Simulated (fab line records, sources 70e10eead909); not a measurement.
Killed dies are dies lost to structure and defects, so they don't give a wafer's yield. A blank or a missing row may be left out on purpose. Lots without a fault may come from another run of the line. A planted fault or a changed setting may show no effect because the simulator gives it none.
fab line records | flow nand_harc
record lots=13 wafers=39 last_day=24
route steps=1159 shown A_STAIRCASE@699
lots that met no fault: from a run of the same line without faults
start_h: hours from the record's first day to the start of the lot's first wafer shown | wait_h: hours since the lot's step before | " the same as in the row above | L1.1+2: a row that stands for several wafers | - no value, or no start given | * or withheld: withheld | < > ~ a bound
route shown NAME@n: a module of which the file shows steps, and the number in the route of the first | usual: mean/standard deviation of fault-free wafers | same: alike in all rows | chamber/n: place in a boat | sites: the reading at each site | _std_site: their standard deviation | _edge_site: outer sites' mean less inner sites' | radius_mm: how far each site lies from the wafer's centre | mask NAME#n: copy n | behind: the tool/chamber that last shaped the wafer | hold: why the lot was held/for how many hours/how that ended | device: the transistor (n, p or np) that didn't switch | end of line: the same wafers' tests at the end of the route | a step without rows: its recipe alone | killed: dies lost to structure and defects at the first sort, not the wafer's yield | map: a wafer's dies, x killed, . not, _ none there
set.NAME: the setting as run; set.NAME@STEP: as run at that earlier step | model.NAME: the simulator's own value behind a step, which no gauge read
steps of the route over a sample of lots; a table a step, a row a wafer
services: from which hour (start_h, from the record's first day; less than 0 if before it) a tool's chamber was out of use, for how many hours, and why
## steps
# step NHARC_A_STAIRCASE_ETCHBACK_416
# recipe target_depth_a=360 time_s=7.2 c4f8_flow_sccm=withheld o2_flow_sccm=8 ar_flow_sccm=withheld rf_w=600 bias_w=800 chemistry=C4F8/O2/Ar
# usual oes_product_au=0.937/0.027 rf_vpp_V=722/4.8
# columns lot.wafer tool chamber start_h wait_h oes_product_au rf_hours_counter_h rf_vpp_V
L988.1 rie_diel-13 0 - - 0.939 63 717
L988.2 " 2 " " 0.921 60 725
L988.6 " 3 " " 0.919 - 714
L990.4 rie_diel-03 3 - - 0.933 21 723
L990.3 " 0 " " 0.926 20 724
L990.1 " 1 " " 0.942 19 716
L986.1 rie_diel-01 0 - - 0.996 53 726
L986.2 " 3 " " 1.009 54 718
L986.5 " 0 " " 0.993 - 726
L989.3 rie_diel-01 0 - - 0.920 54 725
L989.4 " 1 " " 0.912 52 720
L989.2 " 2 " " 0.917 53 719
L991.1 rie_diel-01 0 - - 0.989 54 726
L991.4 " 1 " " 0.995 52 720
L991.3 " 3 " " 1.007 56 715
L992.4 rie_diel-01 2 - - 0.924 57 718
L992.3 " 0 " " 0.916 60 727
L992.6 " 3 " " 0.918 - 717
L993.1 rie_diel-13 1 - - 0.920 15 726
L993.2 " 3 " " 0.918 15 730
L993.6 " 0 " " 0.935 - 718
L999.2 rie_diel-13 2 - - 0.919 24 725
L999.4 " 3 " " 0.914 25 729
L999.5 " 2 " " 0.927 - 727
L998.3 rie_diel-03 0 - - 0.938 48 722
L998.1 " 2 " " 0.938 49 715
L998.6 " 2 " " 0.928 - 715
L104.4 rie_diel-13 0 - - 0.936 32 718
L104.5 " 3 " " 0.916 - 728
L104.6 " 0 " " 0.936 - 716
L103.3 rie_diel-03 2 - - 0.927 58 717
L103.1 " 3 " " 0.996 59 722
L103.4 " 3 " " 1.002 - 721
L109.2 rie_diel-13 2 - - 0.995 40 725
L109.4 " 3 " " 0.927 45 729
L109.6 " 1 " " 0.939 - 725
L108.3 rie_diel-01 1 - - 0.932 28 719
L108.2 " 0 " " 0.917 27 726
L108.6 " 2 " " 0.917 - 719
# step NHARC_A_STAIRCASE_STRIP_476
# recipe time_s=20 o2_flow_sccm=500 ar_flow_sccm=0 bias_w=0 chemistry=O2
# usual drypump_motor_current_A=5.9/0.45 oes_product_au=0.999/0.011 rf_vpp_V=57.6/0.93 showerhead_plenum_p_Torr=3.48/0.16 throttle_valve_pct=17.037/0.0084
# columns lot.wafer tool chamber start_h wait_h drypump_motor_current_A oes_product_au rf_hours_counter_h rf_vpp_V showerhead_plenum_p_Torr throttle_valve_pct
L988.2 rie_diel-03 1 276.18 0.2 6.1 1.011 18 56.8 3.28 17.037
L988.1 " 3 " " 6.2 1.017 20 58.3 3.51 17.044
L988.6 " 0 " " 5.9 1.004 - 57.7 3.50 17.023
L990.4 rie_diel-03 2 277.66 0.4 6.3 1.006 20 56.6 3.30 17.054
L990.3 " 0 " " 5.9 1.002 20 57.1 3.50 17.050
L990.1 " 1 " " 6.1 1.008 19 59.3 3.28 17.040
L986.1 rie_diel-01 0 280.46 0.2 6.1 0.981 53 57.7 3.62 17.035
L986.2 " 2 " " 6.2 0.995 52 59.9 3.38 17.046
L986.5 " 1 " " 5.8 0.988 - 59.6 3.42 17.035
L989.4 rie_diel-01 3 285.44 0.1 5.2 1.009 56 56.8 3.30 17.031
L989.2 " 1 " " 5.9 0.984 52 57.1 3.42 17.040
L989.3 " 2 " " 6.2 1.000 53 58.9 3.38 17.043
L991.3 rie_diel-01 0 286.83 0.1 6.1 0.971 54 58.0 3.62 17.051
L991.4 " 1 " " 5.9 0.980 52 56.8 3.42 17.040
L991.1 " 2 " " 6.2 0.989 53 56.2 3.38 17.021
L992.4 rie_diel-01 0 299.86 0.1 6.1 0.986 60 58.6 3.62 17.037
L992.3 " 1 " " 5.8 0.982 57 57.5 3.42 17.049
L992.6 " 2 " " 6.2 1.002 - 58.9 3.38 17.052
L993.2 rie_diel-13 1 321.78 0.1 6.2 1.013 15 58.7 3.64 17.027
L993.1 " 2 " " 6.1 0.994 14 57.7 3.62 17.031
L993.6 " 3 " " 6.4 0.989 - 59.0 3.80 17.033
L999.4 rie_diel-13 0 346.20 0.1 5.0 1.012 26 57.0 3.34 17.030
L999.2 " 1 " " 6.2 1.004 25 57.3 3.63 17.018
L999.5 " 2 " " 6.1 1.000 - 58.1 3.61 17.043
L998.1 rie_diel-03 0 350.45 0.1 5.9 1.001 48 58.5 3.49 17.019
L998.3 " 2 " " 6.3 0.999 49 57.5 3.28 17.032
L998.6 " 2 " " 6.3 0.996 - 57.0 3.28 17.033
L104.4 rie_diel-13 3 367.49 0.1 6.4 0.983 34 55.8 3.79 17.047
L104.6 " 0 " " 5.0 1.019 - 56.1 3.33 17.033
L104.5 " 1 " " 6.2 1.005 - 57.6 3.63 17.050
L103.3 rie_diel-03 2 368.91 0.1 6.3 1.013 58 57.9 3.28 17.032
L103.1 " 0 " " 5.9 1.008 56 58.4 3.48 17.041
L103.4 " 2 " " 6.3 1.001 - 57.3 3.28 17.040
L109.2 rie_diel-13 3 396.32 0.2 6.4 0.986 45 56.6 3.78 17.034
L109.4 " 1 " " 6.3 0.999 44 57.8 3.62 17.017
L109.6 " 0 " " 5.0 1.003 - 56.9 3.33 17.023
L108.3 rie_diel-01 1 398.09 0.1 5.8 1.001 28 58.9 3.40 17.048
L108.2 " 2 " " 6.2 0.987 27 58.3 3.36 17.031
L108.6 " 1 " " 5.8 1.009 - 57.0 3.40 17.047
# step NHARC_A_STAIRCASE_DEP_325
# recipe target_thk_a=38000 temp_c=400 target_thk_nm=3800 teos_flow_sccm=200 rf_w=500 material=SiO2
# usual heater_power_w=623/110 mfc_precursor_sccm=200.0/0.62
# columns lot.wafer tool chamber start_h wait_h heater_power_w mfc_precursor_sccm
L988.2 pecvd-01 0 303.30 0.1 806 199.3
L988.1 " 2 " " 559 200.8
L988.6 " 2 " " 439 200.1
L990.1 pecvd-01 1 303.97 0.7 765 200.1
L990.3 " 2 " " 465 200.2
L990.4 " 0 " " 648 198.6
L989.3 pecvd-01 2 309.98 0.1 483 199.2
L989.2 " 0 " " 761 199.9
L989.4 " 2 " " 439 200.1
L991.1 pecvd-04 2 310.03 0.1 788 200.1
L991.3 " 1 " " 575 199.4
L991.4 " 1 " " 503 199.7
L986.2 pecvd-03 1 310.07 0.2 713 200.5
L986.1 " 2 " " 637 201.9
L986.5 " 2 " " 540 201.2
L992.3 pecvd-04 2 326.36 0.3 694 199.7
L992.4 " 1 " " 498 200.0
L992.6 " 2 " " 656 199.2
L993.1 pecvd-04 0 354.23 0.1 671 200.1
L993.2 " 1 " " 575 200.2
L993.6 " 0 " " 665 200.0
L999.2 pecvd-03 1 375.35 0.1 590 200.9
L999.4 " 2 " " 524 199.5
L999.5 " 0 " " 506 200.0
L998.1 pecvd-01 2 375.35 0.1 515 199.2
L998.3 " 0 " " 820 72.8
L998.6 " 0 " " 645 72.6
L103.1 pecvd-03 2 393.75 0.1 643 199.8
L103.3 " 1 " " 652 199.8
L103.4 " 1 " " 606 199.9
L104.6 pecvd-04 2 394.01 0.4 609 200.0
L104.5 " 0 " " 627 198.8
L104.4 " 1 " " 496 201.1
L108.2 pecvd-04 1 422.80 0.3 536 200.3
L108.3 " 2 " " 667 200.1
L108.6 " 0 " " 641 200.3
L109.2 pecvd-04 2 423.28 0.7 690 199.6
L109.4 " 0 " " 662 200.1
L109.6 " 1 " " 481 199.5
# step NHARC_A_STAIRCASE_DESCUM_443
# recipe time_s=3 o2_flow_sccm=200 ar_flow_sccm=0 bias_power_w=0 chemistry=O2
# usual drypump_motor_current_A=6.0/0.4 oes_product_au=1.001/0.011 rf_vpp_V=57.7/0.9 showerhead_plenum_p_Torr=1.89/0.096 throttle_valve_pct=11.310/0.0087
# columns lot.wafer tool chamber start_h wait_h drypump_motor_current_A oes_product_au rf_hours_counter_h rf_vpp_V showerhead_plenum_p_Torr throttle_valve_pct
L988.2 rie_diel-03 0 311.91 - 5.9 1.001 30 57.6 1.90 11.307
L988.1 " 1 " " 6.1 1.003 27 57.6 1.77 11.312
L988.6 " 0 " " 5.9 1.004 - 58.0 1.90 11.304
L990.1 rie_diel-03 1 312.04 - 6.1 0.997 27 58.6 1.77 11.307
L990.3 " 3 " " 6.1 1.010 32 58.1 1.90 11.303
L990.4 " 0 " " 5.9 1.001 30 58.5 1.90 11.316
L986.1 rie_diel-03 2 319.19 - 6.3 0.997 35 57.6 1.78 11.323
L986.2 " 3 " " 6.2 1.008 36 57.2 1.90 11.296
L986.5 " 2 " " 6.3 1.008 - 56.7 1.78 11.321
L989.3 rie_diel-13 1 319.37 - 6.3 1.014 14 56.5 1.98 11.303
L989.4 " 3 " " 6.4 0.989 12 58.6 2.07 11.307
L989.2 " 0 " " 5.0 1.018 14 57.2 1.81 11.317
L991.1 rie_diel-03 2 320.69 - 6.3 0.996 37 57.1 1.78 11.306
L991.4 " 0 " " 5.8 1.001 34 57.8 1.89 11.325
L991.3 " 1 " " 6.1 1.007 34 57.2 1.76 11.310
L992.3 rie_diel-03 0 334.67 - 5.8 1.005 41 57.2 1.89 11.302
L992.4 " 3 " " 6.1 1.007 - 56.2 1.89 11.311
L992.6 " 0 " " 5.8 1.004 - 57.9 1.89 11.315
L993.2 rie_diel-13 0 362.00 - 5.0 1.009 31 56.9 1.80 11.313
L993.1 " 2 " " 6.0 0.997 30 57.9 1.96 11.297
L993.6 " 0 " " 5.0 1.014 - 55.7 1.80 11.301
L998.3 rie_diel-01 1 383.01 - 5.8 1.001 21 58.1 1.84 11.303
L998.1 " 2 " " 6.2 0.981 20 57.1 1.82 11.321
L998.6 " 0 " " 6.0 0.980 - 58.0 1.96 11.304
L999.2 rie_diel-03 0 383.33 - 5.8 1.008 63 58.1 1.89 11.300
L999.5 " 3 " " 6.2 1.003 - 55.6 1.89 11.300
L999.4 " 2 " " 6.3 1.008 - 57.2 1.77 11.321
L104.6 rie_diel-13 2 401.50 - 6.1 0.998 - 57.8 1.96 11.313
L104.4 " 3 " " 6.4 1.007 - 58.5 2.06 11.308
L104.5 " 1 " " 6.2 0.998 - 57.5 1.97 11.318
L103.1 rie_diel-03 3 401.63 - 6.2 1.004 0 58.0 1.89 11.298
L103.3 " 1 " " 6.1 0.995 0 59.2 2.08 11.307
L103.4 " 2 " " 6.3 1.007 0 57.9 2.08 11.313
L108.3 rie_diel-01 3 430.54 - 5.2 0.989 37 57.4 1.77 11.300
L108.2 " 0 " " 6.1 0.984 38 56.3 1.95 11.305
L108.6 " 1 " " 5.8 1.001 - 57.7 1.84 11.300
L109.2 rie_diel-13 0 430.80 - 5.0 1.022 57 57.0 1.79 11.325
L109.4 " 2 " " 6.0 1.010 54 58.2 1.95 11.323
L109.6 " 3 " " 6.4 0.986 - 58.6 2.06 11.308
## services
# columns tool chamber start_h hours kind
pecvd-01 - 254.11 0.8 repair
rie_diel-13 - 264.36 2.3 repair
rie_diel-03 0 273.33 - clean
rie_diel-03 1 273.33 - clean
rie_diel-03 2 273.33 - clean
rie_diel-03 3 273.33 - clean
rie_diel-13 - 276.05 9.0 pm
pecvd-03 - 292.26 13.0 pm
rie_diel-03 0 297.90 - clean
rie_diel-03 1 297.90 - clean
rie_diel-03 2 297.90 - clean
rie_diel-03 3 297.90 - clean
rie_diel-01 - 314.85 9.0 pm
pecvd-03 - 329.20 4.0 repair
rie_diel-01 0 337.73 3.3 repair
rie_diel-03 2 343.78 5.5 repair
pecvd-04 0 344.92 9.3 repair
pecvd-04 - 376.00 13.0 pm
rie_diel-13 2 385.36 7.5 repair
rie_diel-01 1 390.82 1.7 repair
rie_diel-03 3 392.04 7.1 repair
rie_diel-03 - 392.31 9.0 pm
rie_diel-13 - 403.61 1.7 repair
pecvd-01 - 418.11 13.0 pm
## key
first_sign step=NHARC_A_STAIRCASE_DEP_325 reading=mfc_precursor_sccm direction=down sigmas=99+ usual=200.0 struck=72.7
effect none on later readings
met_at NHARC_A_STAIRCASE_DEP_325
struck_lots L998
struck_wafers L998.3,L998.6
later_rows_left_out L998.3,L998.6
sort_left_out L998.3,L998.6
tester_left_out L998
not_acting_at NHARC_A_STAIRCASE_ETCHBACK_416,NHARC_A_STAIRCASE_STRIP_476,NHARC_A_STAIRCASE_DESCUM_443
onset_between 309.98 375.35
fault kind=process_parameter_drift tool=pecvd-01 chamber=0 onset_h=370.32 steps=NHARC_A_STAIRCASE_DEP_325 channel=teos_flow_sccm offset=* shape=step end_h=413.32 acts_in=* stated=*
# tester_left_out: of these lots the tester's yield and bins aren't shown, on N5 and GAA mostly nor the transistor test; their killed dies are dies lost to structure and defects alone, not to doping, threshold or leakage, so they don't give the yield
# sort_left_out: the simulated sort isn't trusted on such a fault, so these wafers' sort isn't shown, and their yield isn't known
# later_rows_left_out: the simulator's readings of these wafers behind a module that went badly wrong aren't trusted and aren't shown, but for the sort
